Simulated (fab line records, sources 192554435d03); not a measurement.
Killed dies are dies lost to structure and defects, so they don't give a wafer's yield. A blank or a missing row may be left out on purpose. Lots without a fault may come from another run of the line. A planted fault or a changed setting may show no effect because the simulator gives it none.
Split-lot experiment | flow n5_finfet | 7 lots, 21 wafers read, on a route of 1938 steps

THE SPLIT
At N5_HKMG_FIN_COAT_42 (time 60 s, resist thk 35 nm), the setting spin_rpm was moved away from the recipe's 1500 rpm on 9 of the 21 wafers read, by -9.9% to +10.4%. The other wafers ran this setting at the recipe's value.

FROM THE SPLIT TO THE READING: what the file shows between them, 2 steps
- N5_HKMG_FIN_DEVELOP_48: develop time 30 s (also split here: develop_time_s)
- N5_HKMG_FIN_DESCUM_53: chemistry O2, time 7.9 s

THE READING
CAR-ArF_of_HKMG_FIN_COAT_43.thk_nm (the simulator's own value, which no gauge read), in nm, at N5_HKMG_FIN_ETCH_54 (etches SiARC in CF4, target depth 45.5 nm, time 75.8 s). The file gives no usual value for it. The 12 wafers here that ran the recipe average 50.8 nm, standard deviation 0.27 nm.

wafer  | tool, chamber at the split | spin_rpm as run, rpm | against the recipe | CAR-ArF_of_HKMG_FIN_COAT_43.thk_nm, nm | against lot-mates on the recipe
L078.3 | litho_track-03, 0          | 1500                 | recipe             | 50.6                                   | -
L078.4 | litho_track-03, 0          | 1599                 | +6.6%              | 51.8                                   | +1.2
L078.6 | litho_track-03, 0          | 1599                 | +6.6%              | 51.4                                   | +0.8
L079.1 | litho_track-05, 0          | 1656                 | +10.4%             | 53                                     | no lot-mate on the recipe
L079.3 | litho_track-05, 0          | 1656                 | +10.4%             | 52.8                                   | no lot-mate on the recipe
L079.5 | litho_track-05, 0          | 1656                 | +10.4%             | 53                                     | no lot-mate on the recipe
L083.2 | litho_track-05, 0          | 1500                 | recipe             | 51                                     | -
L083.5 | litho_track-05, 0          | 1500                 | recipe             | 51.2                                   | -
L083.6 | litho_track-05, 0          | 1500                 | recipe             | 51.2                                   | -
L084.2 | litho_track-03, 0          | 1351                 | -9.9%              | 49                                     | no lot-mate on the recipe
L084.3 | litho_track-03, 0          | 1351                 | -9.9%              | 49                                     | no lot-mate on the recipe
L084.4 | litho_track-03, 0          | 1351                 | -9.9%              | 48.4                                   | no lot-mate on the recipe
L085.1 | litho_track-01, 0          | 1500                 | recipe             | 50.8                                   | -
L085.5 | litho_track-01, 0          | 1500                 | recipe             | 51                                     | -
L085.6 | litho_track-01, 0          | 1500                 | recipe             | 50.6                                   | -
L087.1 | litho_track-01, 0          | 1500                 | recipe             | 50.6                                   | -
L087.2 | litho_track-01, 0          | 1500                 | recipe             | 50.4                                   | -
L087.3 | litho_track-01, 0          | 1500                 | recipe             | 50.4                                   | -
L088.1 | litho_track-03, 0          | 1609                 | +7.3%              | 52                                     | +1.1
L088.3 | litho_track-03, 0          | 1500                 | recipe             | 50.8                                   | -
L088.5 | litho_track-03, 0          | 1500                 | recipe             | 51                                     | -

THE FIT
A straight line over all 21 wafers: CAR-ArF_of_HKMG_FIN_COAT_43.thk_nm changes by +0.193 nm for each +1% of spin_rpm; r = +0.97; the points scatter about the line by 0.3 nm.
The same after taking each lot's own level away (the mean of its wafers on the recipe; 15 wafers): +0.151 nm for each +1%; r = +0.96; scatter 0.13 nm.
On that fit, the largest move of spin_rpm shifts the reading by 1.6 nm.
The lots' own levels span 50.47 to 51.13 nm, that is 2.5 times the standard deviation above.
So the lot-to-lot level changes the slope: the two fits differ.
Check: with one of the wafers moved furthest among these (+7.3%) left out of the fit, the line predicts +1.1 nm for it against its lot-mates. It came out at +1.1 nm against them.

OTHER SPLITS ON THESE WAFERS
These wafers also went through other splits before the reading. Each is held against what the fit with the lots' levels taken away leaves over:
other split on the same wafers           | wafers away from the commonest value | r with CAR-ArF_of_HKMG_FIN_COAT_43.thk_nm (lot level and that fit taken away)
N5_PMOS_HMC_CHANNEL_EPI_COAT_31 spin_rpm | 9                                    | -0.05
N5_FIN_SAQP_ETCH_65 time_s               | 7                                    | -0.28
N5_FIN_CUT_COAT_02 spin_rpm              | 5                                    | +0.31
N5_DUMMY_GATE_COAT_28 spin_rpm           | 6                                    | +0.41
N5_HKMG_FIN_DEVELOP_48 develop_time_s    | 6                                    | -0.36

THE WHOLE CHAIN: every reading that the file lists as answering this split, in the file's order
step                | what it does                                           | reading                                                                             | change (the file's fit)               | r (the file's)
N5_HKMG_FIN_COAT_42 | time 60 s, resist thk 35 nm                            | SiARC_of_HKMG_FIN_COAT_42.thk_nm (the simulator's own value, which no gauge read)   | -0.173 nm for each +1% of the setting | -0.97
N5_HKMG_FIN_ETCH_54 | etches SiARC in CF4, target depth 45.5 nm, time 75.8 s | etch.depth_nm (the simulator's own value, which no gauge read)                      | -0.173 nm for each +1% of the setting | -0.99
N5_HKMG_FIN_ETCH_54 | etches SiARC in CF4, target depth 45.5 nm, time 75.8 s | CAR-ArF_of_HKMG_FIN_COAT_43.thk_nm (the simulator's own value, which no gauge read) | +0.151 nm for each +1% of the setting | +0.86

THE FILE'S OWN FIT
CAR-ArF_of_HKMG_FIN_COAT_43.thk_nm changes by +0.151 nm for each +1% of spin_rpm, r = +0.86.
